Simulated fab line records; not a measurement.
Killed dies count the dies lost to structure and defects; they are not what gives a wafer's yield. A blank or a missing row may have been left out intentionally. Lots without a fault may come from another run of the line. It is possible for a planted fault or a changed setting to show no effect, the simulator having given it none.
Matching of chambers    flow n5_finfet    N5_BEOL_M6_CURE_74 on uv_cure-01 has 3 sister chambers
The step cures SiCOH lowk, time 240 s. 3 wafers are shown with their chamber, then 8 later ones without.

== EACH WAFER AND ITS CHAMBER ==
wafer   chamber  wafer_temp_C_max
L089.5  1        386.8
L093.3  0        386.1
L096.1  2        386.7

== WAFERS MISSING THEIR CHAMBER ==
wafer   wafer_temp_C_max
L096.2  387.3
L096.4  386.8
L097.1  387.7
L097.2  387.5
L097.3  388.5
L097.4  388.3
L097.5  386.8
L097.6  388.1

== WHICH CHAMBER EACH ONE RAN IN ==
wafer   from the rows above           in truth
L096.2  can't be placed: 1 or 2 or 0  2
L096.4  can't be placed: 1 or 2 or 0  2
L097.1  can't be placed: 1 or 2 or 0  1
L097.2  can't be placed: 1 or 2 or 0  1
L097.3  can't be placed: 1 or 2 or 0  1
L097.4  can't be placed: 1 or 2 or 0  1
L097.5  can't be placed: 1 or 2 or 0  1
L097.6  can't be placed: 1 or 2 or 0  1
Correct placement for 0 of the 8. Not placeable from these rows: 8 (in 8, the candidates include the true chamber). Number placed wrongly: 0.
How it was worked out, from the rows above alone: a wafer's distance from a chamber is the root of the sum, over the readings, of the square of ((its reading less the chamber's mean) divided by the reading's scatter). If the next closest chamber is less than 2 further off than the closest, the wafer can't be placed; otherwise it belongs to the closest. A chamber's mean is the mean of its shown wafers. The scatter (one wafer shown for each chamber): square how far every hidden wafer sits from the nearest shown wafer, average those squares and take the square root.
